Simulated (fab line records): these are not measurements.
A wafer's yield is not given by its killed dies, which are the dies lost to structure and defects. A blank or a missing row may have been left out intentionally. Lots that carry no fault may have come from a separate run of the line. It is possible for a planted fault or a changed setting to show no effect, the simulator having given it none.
fab line records -- flow nand_harc
record lots=14, wafers=42, last_day=33
route steps=1302 shown A_WL_FILL@958 A_CONTACT@985 END@1302
lots that met no fault: from a run of the same line without faults
start_h: hours from the record's opening day to when the first of the lot's shown wafers began -- wait_h: time in hours since the lot's previous step -- " unchanged from the row above -- L1.1+2: one row covering several wafers at once -- - either no value or no given start -- * or withheld: withheld -- < > ~ a bound
route shown NAME@n: names a module that has steps shown in the file, with the first one's number in the route -- usual: mean/standard deviation of fault-free wafers -- same: alike in all rows -- chamber/n: place in a boat -- sites: readings site by site -- _std_site: the values' standard deviation -- _edge_site: inner sites' mean taken away from outer sites' mean -- radius_mm: how far each site lies from the wafer's centre -- mask NAME#n: copy n -- behind: the last tool/chamber to shape the wafer -- hold: the reason the lot was held/the length of the hold in hours/how it ended -- device: the n, p or np transistor that did not switch -- end of line: the tests these same wafers got at the end of their route -- a step without rows: its recipe alone -- killed: count of dies lost to structure and defects at first sort (not the wafer's yield) -- map: per-die view of a wafer (x killed, . not killed, _ where there is no die)
set.NAME: the setting as run; set.NAME@STEP: as run at that earlier step -- model.NAME: the simulator's own value behind a step, which no gauge read
the route's steps for a sample of lots (tables are steps, rows are wafers)
services: the hour from which a tool's chamber was out of use, counted from the record's first day as start_h (under 0 if before that day), plus the number of hours and why
## steps
# step NHARC_A_WL_FILL_ETCHBACK_05
# recipe target_depth_a=220, time_s=60, temp_c=40, chemistry=Cl2/BCl3
# usual drypump_motor_current_A=5.67/0.19, oes_product_au=1.001/0.0091
lot.wafer,tool,chamber,start_h,wait_h,drypump_motor_current_A,oes_product_au,rf_hours_counter_h
L159.3,rie_metal-01,1,485.96,0.2,5.50,0.995,-
L159.5,rie_metal-01,1,485.96,0.2,5.49,1.004,-
L159.6,rie_metal-01,0,485.96,0.2,5.68,0.989,-
L161.1,rie_metal-01,1,487.56,0.2,5.51,0.991,1.9
L161.4,rie_metal-01,1,487.56,0.2,5.51,0.997,-
L161.6,rie_metal-01,0,487.56,0.2,5.61,0.995,-
L162.1,rie_metal-03,0,487.67,0.2,5.90,0.992,2.1
L162.3,rie_metal-03,1,487.67,0.2,5.73,1.005,-
L162.6,rie_metal-03,1,487.67,0.2,5.73,1.009,-
L163.4,rie_metal-01,0,507.14,0.2,5.63,0.995,-
L163.3,rie_metal-01,1,507.14,0.2,5.52,0.993,-
L163.5,rie_metal-01,0,507.14,0.2,5.60,1.011,-
L164.4,rie_metal-03,1,529.97,0.1,5.71,1.020,-
L164.3,rie_metal-03,0,529.97,0.1,5.90,1.004,-
L164.6,rie_metal-03,1,529.97,0.1,5.73,1.001,-
L165.2,rie_metal-02,1,536.07,0.2,5.91,0.997,1.2
L165.1,rie_metal-02,0,536.07,0.2,5.35,1.016,1.2
L165.3,rie_metal-02,0,536.07,0.2,5.35,1.012,-
L167.2,rie_metal-01,1,563.58,0.2,5.51,1.010,3.0
L167.4,rie_metal-01,1,563.58,0.2,5.53,1.004,-
L167.3,rie_metal-01,0,563.58,0.2,5.65,1.002,-
L169.1,rie_metal-02,0,577.56,0.2,5.35,1.014,2.0
L169.2,rie_metal-02,1,577.56,0.2,5.90,1.001,2.0
L169.5,rie_metal-02,1,577.56,0.2,5.89,0.989,-
L172.2,rie_metal-03,1,585.77,0.2,5.73,0.985,1.4
L172.4,rie_metal-03,1,585.77,0.2,5.71,0.992,-
L172.5,rie_metal-03,1,585.77,0.2,5.73,1.004,-
L171.2,rie_metal-01,1,589.80,0.2,5.53,0.994,0.1
L171.3,rie_metal-01,0,589.80,0.2,5.69,0.981,-
L171.5,rie_metal-01,0,589.80,0.2,5.63,0.985,-
L176.1,rie_metal-02,1,640.45,0.2,5.91,1.008,0.1
L176.5,rie_metal-02,0,640.45,0.2,5.36,1.012,-
L176.6,rie_metal-02,1,640.45,0.2,5.89,1.014,-
L177.2,rie_metal-02,1,659.18,0.2,5.87,0.995,0.4
L177.3,rie_metal-02,0,659.18,0.2,5.39,1.015,-
L177.4,rie_metal-02,1,659.18,0.2,5.86,1.004,-
L180.1,rie_metal-01,0,687.63,0.2,5.63,0.989,1.8
L180.2,rie_metal-01,1,687.63,0.2,5.50,1.006,1.8
L180.4,rie_metal-01,1,687.63,0.2,5.52,1.001,-
L181.2,rie_metal-02,1,687.68,0.2,5.91,1.004,1.0
L181.1,rie_metal-02,0,687.68,0.2,5.35,1.001,1.0
L181.6,rie_metal-02,0,687.68,0.2,5.39,1.004,-
# step NHARC_A_WL_FILL_ALD_10
# recipe target_thk_a=500, pulse_time_s=10, ald_cycles=500, temp_c=300, material=SiO2
# usual heater_power_w=457/34, precursor_pulse_height_rel=1.001/0.02
lot.wafer,tool,chamber,start_h,wait_h,heater_power_w,precursor_pulse_height_rel
L161.1,ald_hk-01,0,492.00,1.1,388,0.984
L161.4,ald_hk-01,1,492.00,1.1,459,1.013
L161.6,ald_hk-01,3,493.53,2.6,425,1.004
L162.3,ald_hk-02,3,492.03,1.1,439,1.017
L162.1,ald_hk-02,0,492.03,1.1,515,1.015
L162.6,ald_hk-02,2,493.57,2.6,483,1.007
L159.3,ald_hk-04,0,492.52,1.6,473,0.998
L159.5,ald_hk-04,1,492.52,1.6,409,0.996
L159.6,ald_hk-04,2,492.52,1.6,473,1.016
L163.3,ald_hk-04,1,516.14,2.6,406,0.978
L163.4,ald_hk-04,3,518.22,4.7,467,1.015
L163.5,ald_hk-04,1,520.29,6.8,403,0.961
L164.3,ald_hk-01,0,535.50,0.1,386,0.968
L164.4,ald_hk-01,1,535.50,0.1,457,0.986
L164.6,ald_hk-01,1,538.05,2.6,454,1.006
L165.3,ald_hk-01,3,543.69,0.6,423,1.003
L165.2,ald_hk-01,0,543.69,0.6,387,1.001
L165.1,ald_hk-01,1,543.69,0.6,450,1.019
L167.2,ald_hk-04,2,570.08,0.6,477,1.007
L167.3,ald_hk-04,3,570.08,0.6,469,1.035
L167.4,ald_hk-04,0,570.08,0.6,473,1.029
L169.1,ald_hk-01,1,581.45,1.1,456,1.002
L169.2,ald_hk-01,2,581.45,1.1,476,1.056
L169.5,ald_hk-01,0,583.01,2.7,388,1.029
L172.4,ald_hk-02,0,591.31,0.6,505,0.968
L172.2,ald_hk-02,1,591.31,0.6,419,0.995
L172.5,ald_hk-02,3,592.86,2.1,461,1.034
L171.2,ald_hk-04,1,598.11,1.1,402,0.959
L171.3,ald_hk-04,2,598.11,1.1,480,1.004
L171.5,ald_hk-04,0,599.67,2.7,477,1.028
L176.1,ald_hk-04,3,646.01,0.1,467,0.981
L176.6,ald_hk-04,3,648.08,2.1,466,1.023
L176.5,ald_hk-04,0,648.08,2.1,441,1.003
L177.4,ald_hk-01,3,664.70,0.1,423,1.014
L177.2,ald_hk-01,1,665.75,1.1,451,1.023
L177.3,ald_hk-01,2,665.75,1.1,448,0.972
L180.1,ald_hk-02,0,693.14,0.1,493,1.020
L180.2,ald_hk-02,2,694.17,1.1,528,1.007
L180.4,ald_hk-02,3,694.17,1.1,472,1.004
L181.2,ald_hk-01,1,694.17,1.1,467,0.951
L181.1,ald_hk-01,2,694.17,1.1,453,0.988
L181.6,ald_hk-01,3,694.17,1.1,422,0.982
# step NHARC_A_WL_FILL_ETCHBACK_16
# recipe target_depth_a=1200, time_s=24, c4f8_flow_sccm=withheld, o2_flow_sccm=8, ar_flow_sccm=withheld, rf_w=600, bias_w=800, chemistry=C4F8/O2/Ar
# usual bias_w=800.1/2.4, oes_product_au=0.977/0.028, rf_vpp_V=723/4.7
lot.wafer,tool,chamber,start_h,wait_h,bias_w,oes_product_au,rf_hours_counter_h,rf_vpp_V
L161.4,rie_diel-09,2,-,-,799.8,0.930,4.4,730
L161.1,rie_diel-09,3,-,-,801.0,0.913,4.6,726
L161.6,rie_diel-09,2,-,-,800.1,0.930,-,727
L162.3,rie_diel-03,1,-,-,800.9,0.955,0.4,716
L162.1,rie_diel-03,2,-,-,802.0,0.957,1.3,716
L162.6,rie_diel-03,1,-,-,802.4,0.951,-,716
L159.3,rie_diel-06,2,-,-,800.5,0.993,0.1,730
L159.6,rie_diel-06,3,-,-,799.2,1.010,-,718
L159.5,rie_diel-06,0,-,-,801.3,1.005,-,715
L163.4,rie_diel-09,0,-,-,799.2,0.997,0.1,723
L163.3,rie_diel-09,2,-,-,798.9,0.999,0.1,729
L163.5,rie_diel-09,3,-,-,797.0,1.001,-,726
L164.4,rie_diel-09,2,-,-,801.0,0.977,0.3,729
L164.3,rie_diel-09,0,-,-,805.6,0.971,0.2,723
L164.6,rie_diel-09,2,-,-,800.3,0.975,-,729
L165.1,rie_diel-09,0,-,-,800.7,0.992,0.8,724
L165.2,rie_diel-09,1,-,-,799.1,1.004,1.0,725
L165.3,rie_diel-09,2,-,-,797.8,0.988,0.9,730
L167.4,rie_diel-09,1,-,-,801.8,1.000,1.6,726
L167.3,rie_diel-09,2,-,-,799.1,0.979,1.5,729
L167.2,rie_diel-09,3,-,-,801.4,0.992,1.4,727
L169.2,rie_diel-06,1,-,-,797.9,0.994,2.9,723
L169.1,rie_diel-06,0,-,-,798.3,0.989,2.8,716
L169.5,rie_diel-06,2,-,-,801.0,0.991,-,731
L172.2,rie_diel-06,0,-,-,799.7,0.958,2.9,717
L172.4,rie_diel-06,1,-,-,800.0,0.961,3.0,723
L172.5,rie_diel-06,3,-,-,806.8,0.983,-,719
L171.2,rie_diel-09,1,-,-,803.1,1.001,2.8,726
L171.3,rie_diel-09,2,-,-,802.4,0.979,2.5,729
L171.5,rie_diel-09,1,-,-,802.7,1.000,-,726
L176.1,rie_diel-06,3,-,-,801.2,0.933,5.6,718
L176.6,rie_diel-06,3,-,-,801.8,0.929,-,718
L176.5,rie_diel-06,0,-,-,799.9,0.920,-,717
L177.3,rie_diel-09,0,-,-,797.6,0.930,4.0,726
L177.4,rie_diel-09,2,-,-,802.0,0.919,5.0,730
L177.2,rie_diel-09,3,-,-,804.2,0.931,4.6,729
L181.1,rie_diel-09,1,-,-,799.2,1.002,0.5,727
L181.2,rie_diel-09,0,-,-,801.4,0.994,0.3,724
L181.6,rie_diel-09,3,-,-,799.8,0.994,-,726
L180.4,rie_diel-06,3,-,-,797.5,0.966,0.6,717
L180.2,rie_diel-06,1,-,-,799.1,0.965,0.6,723
L180.1,rie_diel-06,2,-,-,799.3,0.984,0.7,729
# step NHARC_A_CONTACT_DEP_28
# recipe target_thk_a=70000, temp_c=400, material=aC
# usual susceptor_temp_C=399.99/0.23, throttle_valve_pct=35.000/0.0081
lot.wafer,tool,chamber,start_h,wait_h,susceptor_temp_C,throttle_valve_pct
L161.1,acl_dep-01,0,503.36,0.7,400.25,35.005
L161.4,acl_dep-01,0,505.52,2.9,400.24,34.988
L161.6,acl_dep-01,0,506.96,4.3,400.51,35.002
L162.1,acl_dep-02,0,503.57,0.8,399.75,35.012
L162.3,acl_dep-02,0,504.98,2.2,400.30,35.014
L162.6,acl_dep-02,0,507.11,4.3,400.10,35.003
L159.3,acl_dep-03,0,505.13,2.1,399.57,35.011
L159.5,acl_dep-03,0,506.55,3.5,400.04,34.986
L159.6,acl_dep-03,0,506.55,3.5,399.54,34.986
L163.3,acl_dep-01,0,532.45,1.5,-,35.007
L163.4,acl_dep-01,0,532.45,1.5,-,34.995
L163.5,acl_dep-01,0,532.45,1.5,-,34.995
L164.3,acl_dep-02,0,548.77,1.6,-,34.988
L164.4,acl_dep-02,0,548.77,1.6,-,34.987
L164.6,acl_dep-02,0,550.86,3.7,-,35.002
L165.1,acl_dep-03,0,558.73,2.8,-,35.006
L165.2,acl_dep-03,0,558.73,2.8,-,34.997
L165.3,acl_dep-03,0,558.73,2.8,-,34.997
L167.2,acl_dep-01,0,582.80,1.4,400.40,34.986
L167.3,acl_dep-01,0,582.80,1.4,400.28,35.009
L167.4,acl_dep-01,0,582.80,1.4,400.53,35.002
L169.1,acl_dep-01,-,593.86,1.7,-,-
L169.2,acl_dep-01,-,593.86,1.7,-,-
L169.5,acl_dep-01,-,596.68,4.5,-,-
L172.2,acl_dep-01,-,603.83,1.2,-,-
L172.4,acl_dep-01,-,605.25,2.6,-,-
L172.5,acl_dep-01,-,605.25,2.6,-,-
L171.2,acl_dep-01,-,613.57,4.7,-,-
L171.3,acl_dep-01,-,613.57,4.7,-,-
L171.5,acl_dep-01,-,615.71,6.8,-,-
L176.1,acl_dep-03,0,657.81,0.1,400.55,34.993
L176.5,acl_dep-03,0,660.62,2.9,399.86,35.009
L176.6,acl_dep-03,0,660.62,2.9,400.15,35.010
L177.2,acl_dep-01,0,681.81,5.1,399.92,34.999
L177.3,acl_dep-01,0,681.81,5.1,399.84,35.017
L177.4,acl_dep-01,0,681.81,5.1,399.98,35.003
L180.1,acl_dep-02,0,705.78,0.9,399.82,34.994
L180.2,acl_dep-02,0,705.78,0.9,399.87,35.000
L180.4,acl_dep-02,0,707.91,3.1,400.00,34.992
L181.1,acl_dep-01,0,706.88,2.0,399.80,35.001
L181.2,acl_dep-01,0,706.88,2.0,399.93,35.000
L181.6,acl_dep-01,0,710.48,5.6,399.66,35.008
# step NHARC_END_SORT_01
# recipe temp_c=25
# usual defect_limited_yield=92.5/2.5, killed_at_array=46/16, killed_at_other=0.9/1.3, killed_at_periphery=4.1/3, killed_dies=51/17, killed_open=3.5/1.8, killed_short=2.5/1.8, sort_bin_2_pct=2.6/1.1, sort_bin_3_pct=0.6/0.37, sort_bin_4_pct=4.4/1.4, sort_n_pass=626/17, sort_rim_yield_pct=88/4.6, sort_yield_pct=92.5/2.5
# same gross_dies=677, sort_bin_5_pct[%]=0, sort_bin_6_pct[%]=0, sort_bin_7_pct[%]=0, sort_bin_8_pct[%]=0, sort_rim_n_gross=106.00
lot.wafer,tool,chamber,start_h,wait_h,defect_limited_yield[%],killed_at_array,killed_at_other,killed_at_periphery,killed_dies,killed_open,killed_short,sort_bin_2_pct[%],sort_bin_3_pct[%],sort_bin_4_pct[%],sort_n_pass,sort_rim_yield_pct[%],sort_yield_pct[%]
L161.1,prober-02,0,587.76,2.5,93.2,43,0,3,46,4,4,2.4,0,4.4,631,89,93.2
L161.4,prober-02,0,590.11,3.3,93.9,37,0,4,41,5,4,2.1,0.4,3.5,636,86,93.9
L161.6,prober-02,0,591.67,3.9,93.2,35,8,3,46,6,2,2.8,0.3,3.7,631,84,93.2
L163.3,prober-01,0,610.03,3.1,93.1,41,1,5,47,2,1,2.2,0.9,3.8,630,94,93.1
L163.4,prober-01,0,610.84,3.4,92.0,44,1,9,54,7,3,2.5,1.2,4.3,623,84,92.0
L163.5,prober-01,0,611.64,3.7,89.4,64,1,7,72,4,0,4.0,0.9,5.8,605,85,89.4
L164.3,prober-02,0,627.34,3.1,94.1,34,1,5,40,4,1,2.4,0.3,3.2,637,89,94.1
L164.4,prober-02,0,628.14,3.4,90.3,63,1,2,66,1,3,3.7,0.7,5.3,611,90,90.3
L164.6,prober-02,0,629.74,4.0,93.8,42,0,0,42,2,1,2.8,0.9,2.5,635,90,93.8
L167.2,prober-02,0,659.54,2.8,92.5,41,2,8,51,4,1,2.4,0.4,4.7,626,88,92.5
L167.3,prober-02,0,660.34,3.1,93.4,38,0,7,45,3,3,2.7,0.7,3.2,632,87,93.4
L167.4,prober-02,0,661.14,3.4,92.9,42,2,4,48,2,1,2.8,0.7,3.5,629,89,92.9
L176.1,prober-01,0,742.19,2.5,94.4,33,2,3,38,1,2,1.8,0.1,3.7,639,92,94.4
L176.5,prober-01,0,745.33,3.6,93.8,39,0,3,42,2,2,1.6,0.6,4.0,635,90,93.8
L176.6,prober-01,0,746.12,3.9,93.8,37,0,5,42,3,2,1.6,0.4,4.1,635,89,93.8
L177.2,prober-02,0,769.53,2.8,93.6,30,2,11,43,5,2,2.1,0.6,3.7,634,86,93.6
L177.3,prober-02,0,770.31,3.1,92.3,46,0,6,52,5,6,2.4,0.6,4.7,625,87,92.3
L177.4,prober-02,0,771.10,3.4,93.6,34,3,6,43,2,4,1.3,0.3,4.7,634,91,93.6
# killed by level:class
L161.1 A_CHANNEL_HOLE_D2:chamber_film_flake=28 A_CONTACT:chamber_film_flake=3 A_SGD_CUT:geometric_particle:short=2 A_ZERO_WELL:chamber_film_flake=2 A_CHANNEL_HOLE_D1:chamber_film_flake=2 A_M0:chamber_film_flake=2 P_GATE:geometric_particle:open=1 P_M0:geometric_particle:open=1
L161.4 A_CHANNEL_HOLE_D2:chamber_film_flake=20 A_STAIRCASE:chamber_film_flake=3 A_ONON_D1:geometric_particle:short=2 A_CONTACT:geometric_particle:open=2 P_STI:chamber_film_flake=2 A_DECK1_JOINT:chamber_film_flake=2 P_GATE:geometric_particle:short=1 P_M0:geometric_particle:open=1
L161.6 A_CHANNEL_HOLE_D2:chamber_film_flake=20 THIN_TSV:chamber_film_flake=7 A_M0:chamber_film_flake=3 A_CHANNEL_FILL_D2:chamber_film_flake=2 A_STAIRCASE:chamber_film_flake=2 A_WL_FILL:chamber_film_flake=2 P_CONTACT:geometric_particle:open=1 P_M2:geometric_particle:open=1
L163.3 A_CHANNEL_HOLE_D1:chamber_film_flake=21 A_CHANNEL_HOLE_D2:chamber_film_flake=15 P_CONTACT:chamber_film_flake=2 A_CONTACT:chamber_film_flake=2 P_CONTACT:geometric_particle:open=1 P_M0:geometric_particle:open=1 A_CHANNEL_FILL_D1:geometric_particle:short=1 P_ZERO_WELL:chamber_film_flake=1
L163.4 A_CHANNEL_HOLE_D1:chamber_film_flake=16 A_CHANNEL_HOLE_D2:chamber_film_flake=9 A_STAIRCASE:chamber_film_flake=6 A_CONTACT:chamber_film_flake=6 P_M0:geometric_particle:open=3 P_CONTACT:chamber_film_flake=3 A_DECK1_JOINT:geometric_particle:short=2 P_ZERO_WELL:chamber_film_flake=2
L163.5 A_CHANNEL_HOLE_D2:chamber_film_flake=27 A_CHANNEL_HOLE_D1:chamber_film_flake=22 A_CONTACT:chamber_film_flake=6 P_CONTACT:chamber_film_flake=4 A_CONTACT:geometric_particle:open=2 A_CHANNEL_FILL_D1:chamber_film_flake=2 A_WL_FILL:chamber_film_flake=2 P_M0:geometric_particle:open=1
L164.3 A_CHANNEL_HOLE_D2:chamber_film_flake=14 A_CHANNEL_HOLE_D1:chamber_film_flake=8 A_CONTACT:chamber_film_flake=4 P_M0:chamber_film_flake=3 A_STAIRCASE:chamber_film_flake=3 A_WL_FILL:chamber_film_flake=2 P_CONTACT:geometric_particle:short=1 P_CONTACT:geometric_particle:open=1
L164.4 A_CHANNEL_HOLE_D1:chamber_film_flake=31 A_CHANNEL_HOLE_D2:chamber_film_flake=16 A_WL_FILL:chamber_film_flake=4 A_DECK1_JOINT:chamber_film_flake=3 A_STAIRCASE:chamber_film_flake=2 A_CONTACT:chamber_film_flake=2 P_CONTACT:geometric_particle:open=1 A_ONON_D1:geometric_particle:short=1
L164.6 A_CHANNEL_HOLE_D1:chamber_film_flake=13 A_CHANNEL_HOLE_D2:chamber_film_flake=11 A_CONTACT:chamber_film_flake=5 A_STAIRCASE:chamber_film_flake=4 A_ONON_D1:geometric_particle:open=2 A_ZERO_WELL:chamber_film_flake=2 A_SLIT:chamber_film_flake=2 A_WL_FILL:chamber_film_flake=2
L167.2 A_CHANNEL_HOLE_D1:chamber_film_flake=26 A_CHANNEL_HOLE_D2:chamber_film_flake=7 P_M2:chamber_film_flake=6 A_SLIT:chamber_film_flake=2 A_CHANNEL_HOLE_D1:geometric_particle:open=1 A_CHANNEL_FILL_D1:geometric_particle:open=1 A_ONON_D2:geometric_particle:open=1 A_WL_FILL:geometric_particle:short=1
L167.3 A_CHANNEL_HOLE_D1:chamber_film_flake=20 A_CHANNEL_HOLE_D2:chamber_film_flake=10 P_M2:chamber_film_flake=4 P_M0:chamber_film_flake=2 A_CHANNEL_HOLE_D1:geometric_particle:short=1 A_DECK1_JOINT:geometric_particle:open=1 A_DECK1_JOINT:geometric_particle:short=1 A_ONON_D2:geometric_particle:short=1
L167.4 A_CHANNEL_HOLE_D1:chamber_film_flake=26 A_CHANNEL_HOLE_D2:chamber_film_flake=9 P_M2:chamber_film_flake=3 A_DECK1_JOINT:chamber_film_flake=2 THIN_TSV:chamber_film_flake=2 A_SOURCE_PLATE:geometric_particle:open=1 A_WL_FILL:geometric_particle:short=1 A_M0:geometric_particle:open=1
L176.1 A_CHANNEL_HOLE_D1:chamber_film_flake=8 A_CHANNEL_HOLE_D2:chamber_film_flake=8 A_STAIRCASE:chamber_film_flake=6 A_WL_FILL:chamber_film_flake=5 A_SLIT:chamber_film_flake=2 P_M1:geometric_particle:short=1 A_CHANNEL_HOLE_D2:geometric_particle:open=1 A_WL_FILL:geometric_particle:short=1
L176.5 A_STAIRCASE:chamber_film_flake=10 A_CHANNEL_HOLE_D2:chamber_film_flake=7 A_CHANNEL_HOLE_D1:chamber_film_flake=6 A_CONTACT:chamber_film_flake=4 A_WL_FILL:chamber_film_flake=3 A_WL_FILL:geometric_particle:short=2 A_M0:geometric_particle:open=2 A_SLIT:chamber_film_flake=2
L176.6 A_CHANNEL_HOLE_D1:chamber_film_flake=11 A_STAIRCASE:chamber_film_flake=8 A_SLIT:chamber_film_flake=7 P_GATE:chamber_film_flake=3 A_CHANNEL_HOLE_D2:chamber_film_flake=3 A_CONTACT:chamber_film_flake=3 P_M1:geometric_particle:open=1 A_SOURCE_PLATE:geometric_particle:short=1
L177.2 A_CONTACT:chamber_film_flake=9 P_M1:chamber_film_flake=6 A_CHANNEL_HOLE_D1:chamber_film_flake=5 P_GATE:chamber_film_flake=4 A_WL_FILL:chamber_film_flake=3 A_CHANNEL_HOLE_D2:chamber_film_flake=2 A_SLIT:chamber_film_flake=2 THIN_TSV:chamber_film_flake=2
L177.3 A_CHANNEL_HOLE_D1:chamber_film_flake=10 A_SLIT:chamber_film_flake=8 A_CHANNEL_HOLE_D2:chamber_film_flake=6 A_CONTACT:chamber_film_flake=6 P_M1:chamber_film_flake=4 A_STAIRCASE:chamber_film_flake=3 A_CHANNEL_FILL_D2:geometric_particle:open=2 A_WL_FILL:geometric_particle:short=2
L177.4 A_CHANNEL_HOLE_D1:chamber_film_flake=11 A_CONTACT:chamber_film_flake=5 A_SLIT:chamber_film_flake=5 A_WL_FILL:chamber_film_flake=5 THIN_TSV:chamber_film_flake=3 A_WL_FILL:geometric_particle:short=2 P_M1:chamber_film_flake=2 P_CONTACT:geometric_particle:short=1
## services
tool,chamber,start_h,hours,kind
ald_hk-01,-,475.16,10.0,pm
rie_metal-02,1,478.47,2.9,repair
acl_dep-03,-,481.60,13.0,pm
rie_diel-06,-,484.20,9.0,pm
rie_diel-09,2,488.16,1.6,repair
rie_diel-09,-,497.10,9.0,pm
rie_diel-06,-,511.38,1.2,repair
ald_hk-01,-,512.29,4.2,repair
rie_metal-03,-,519.10,9.0,pm
acl_dep-01,-,558.83,13.0,pm
rie_diel-06,3,561.85,2.5,repair
ald_hk-01,-,578.03,1.6,repair
rie_metal-01,-,579.67,9.0,pm
rie_diel-09,0,591.29,15.7,repair
ald_hk-04,-,610.00,10.0,pm
rie_metal-01,-,614.14,1.5,repair
rie_metal-02,-,631.05,9.0,pm
ald_hk-01,-,653.16,10.0,pm
rie_diel-06,-,661.20,9.0,pm
rie_diel-06,-,672.38,3.3,repair
rie_diel-09,-,674.10,9.0,pm
rie_diel-09,2,687.02,6.7,repair
rie_diel-09,2,696.62,8.0,repair
rie_diel-09,-,710.40,2.2,repair
## key
first_sign step=NHARC_A_CONTACT_DEP_28, reading=tool_record, direction=missing
effect none on later readings
met_at NHARC_A_CONTACT_DEP_28
struck_lots L169,L171,L172
scrapped_behind NHARC_A_CONTACT_INSPECT_71 L169.1,L169.2,L169.5,L171.2,L171.3,L171.5,L172.2,L172.4,L172.5
not_acting_at NHARC_A_WL_FILL_ETCHBACK_05,NHARC_A_WL_FILL_ALD_10,NHARC_A_WL_FILL_ETCHBACK_16
onset_between 582.80 593.86
fault kind=skipped_step_whole, tool=acl_dep-01, chamber=-, onset_h=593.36, steps=NHARC_A_CONTACT_DEP_28, scope=struck_lots_only
